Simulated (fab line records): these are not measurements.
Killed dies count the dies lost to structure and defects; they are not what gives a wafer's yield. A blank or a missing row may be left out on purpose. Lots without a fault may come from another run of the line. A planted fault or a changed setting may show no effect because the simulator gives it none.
Split-lot study -- flow n5 finfet -- route with 1938 steps; 7 lots, 39 wafers read

## THE SPLIT ITSELF
At N5_BEOL_M2_ILD_DEP_00 (deposits SiOC from DEMS/O2, target thk 79 nm, time 15.3 s), the setting time s was moved away from the recipe's 15.3 s on 18 of the 39 wafers read, by -46.8% to +57.3%. All remaining wafers had this setting at the recipe value.

Between the split and the reading, the file records no step.

## THE READING
Values of M2_ILD_THK in nm from N5_BEOL_M2_THK_MEAS_01. On this fab line, fault-free wafers typically give 78.9 nm with a standard deviation of 1.2 nm.

wafer,"tool, chamber at the split","time s as run, s",against the recipe,"M2_ILD_THK, nm",against lot-mates on the recipe
L074.1,"pecvd-04, 1,0",15.3,recipe,78.8,-
L074.2,"pecvd-04, 0",23.02,+50.5%,116.9,+38.0
L074.3,"pecvd-04, 2",23.02,+50.5%,116.4,+37.5
L074.4,"pecvd-04, 2",23.02,+50.5%,118.6,+39.7
L074.5,"pecvd-04, 1",15.3,recipe,79.1,-
L074.6,"pecvd-04, 1,0",15.3,recipe,78.9,-
L081.1,"pecvd-03, 0",15.3,recipe,78.6,-
L081.2,"pecvd-03, 1",24.07,+57.3%,123.3,+44.4
L081.3,"pecvd-03, 2",15.3,recipe,78.7,-
L081.4,"pecvd-03, 0",15.3,recipe,79.4,-
L081.5,"pecvd-03, 1,2",24.07,+57.3%,124.0,+45.1
L081.6,"pecvd-03, 1,2",24.07,+57.3%,124.0,+45.1
L085.3,"pecvd-04, 2",15.3,recipe,78.1,-
L085.4,"pecvd-04, 1",15.3,recipe,79.5,-
L085.6,"pecvd-04, 2",15.3,recipe,79.6,-
L087.1,"pecvd-03, 0,1",19.55,+27.8%,99.7,+21.0
L087.2,"pecvd-03, 1",15.3,recipe,77.7,-
L087.3,"pecvd-03, 1",15.3,recipe,78.7,-
L087.4,"pecvd-03, 0",15.3,recipe,79.8,-
L087.5,"pecvd-03, 0,1",19.55,+27.8%,99.9,+21.2
L087.6,"pecvd-03, 0",19.55,+27.8%,99.9,+21.2
L086.1,"pecvd-04, 2",18.35,+19.9%,92.2,+14.0
L086.2,"pecvd-04, 0",15.3,recipe,77.3,-
L086.3,"pecvd-04, 1",18.35,+19.9%,93.0,+14.8
L086.4,"pecvd-04, 1,0",15.3,recipe,78.6,-
L086.5,"pecvd-04, 1,0",15.3,recipe,78.6,-
L086.6,"pecvd-04, 2",18.35,+19.9%,94.0,+15.8
L088.1,"pecvd-03, 0",8.147,-46.8%,41.4,-37.7
L088.2,"pecvd-03, 0",15.3,recipe,79.9,-
L088.3,"pecvd-03, 0",15.3,recipe,78.4,-
L088.4,"pecvd-03, 0",8.147,-46.8%,43.6,-35.5
L088.5,"pecvd-03, 0",8.147,-46.8%,43.2,-35.9
L088.6,"pecvd-03, 0",15.3,recipe,79.0,-
L091.1,"pecvd-01, 1",19.08,+24.7%,97.7,+17.7
L091.2,"pecvd-01, 2",15.3,recipe,79.6,-
L091.3,"pecvd-01, 0",19.08,+24.7%,97.2,+17.2
L091.4,"pecvd-01, 2",15.3,recipe,80.6,-
L091.5,"pecvd-01, 1",19.08,+24.7%,99.6,+19.6
L091.6,"pecvd-01, 0",15.3,recipe,79.9,-
Rows listing several chambers each stand for several wafers; the file does not say which wafer went through which chamber.

FIT RESULTS
A straight line over all 39 wafers: M2_ILD_THK changes by +0.77 nm for each +1% of time s; r = +1.00; the points scatter about the line by 0.91 nm.
The same after taking each lot's own level away (the mean of its wafers on the recipe; 39 wafers): +0.772 nm for each +1%; r = +1.00; scatter 0.78 nm.
Per that fit: largest time s move, reading shift of 44 nm.
The lots' own levels span 78.17 to 80.03 nm, that is 1.6 times the standard deviation above.
The two slopes agree, so the slope changes little with the lot-to-lot level.
Check: +44 nm against its lot-mates is what the line predicts for one of the wafers moved furthest among these (+57.3%) when that wafer is left out of the fit. Against them it came out at +44.4 nm.

## FURTHER SPLITS ON THESE WAFERS
Before the reading, these wafers also passed through other splits. Each is held against what the fit with the lots' levels taken away leaves over:
other split on the same wafers,wafers away from the commonest value,r with M2_ILD_THK (lot level and that fit taken away)
N5_PMOS_HMC_CHANNEL_EPI_DEVELOP_08 develop time s,18,+0.10
N5_SD_EPI_N_ETCH_16 target depth a,9,-0.16
N5_MOL_CONTACT_COAG_ALD_27 ald cycles,15,-0.35
N5_BEOL_M1_HM_DEP_02 target thk a,12,-0.08

## THE WHOLE CHAIN: every reading that the file lists as answering this split, in the file's order
step,what it does,reading,change (the file's fit),r (the file's)
N5_BEOL_M2_ILD_DEP_00,"deposits SiOC from DEMS/O2, target thk 79 nm, time 15.3 s","SiOC_of_BEOL_M2_ILD_DEP_00.thk nm (the simulator's own value, which no gauge read)",+0.77 nm for each +1% of the setting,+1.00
N5_BEOL_M2_THK_MEAS_01,,M2_ILD_THK,+0.769 for each +1% of the setting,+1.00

## FILE'S OWN FIT
M2_ILD_THK changes by +0.769 nm for each +1% of time s, r = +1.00.
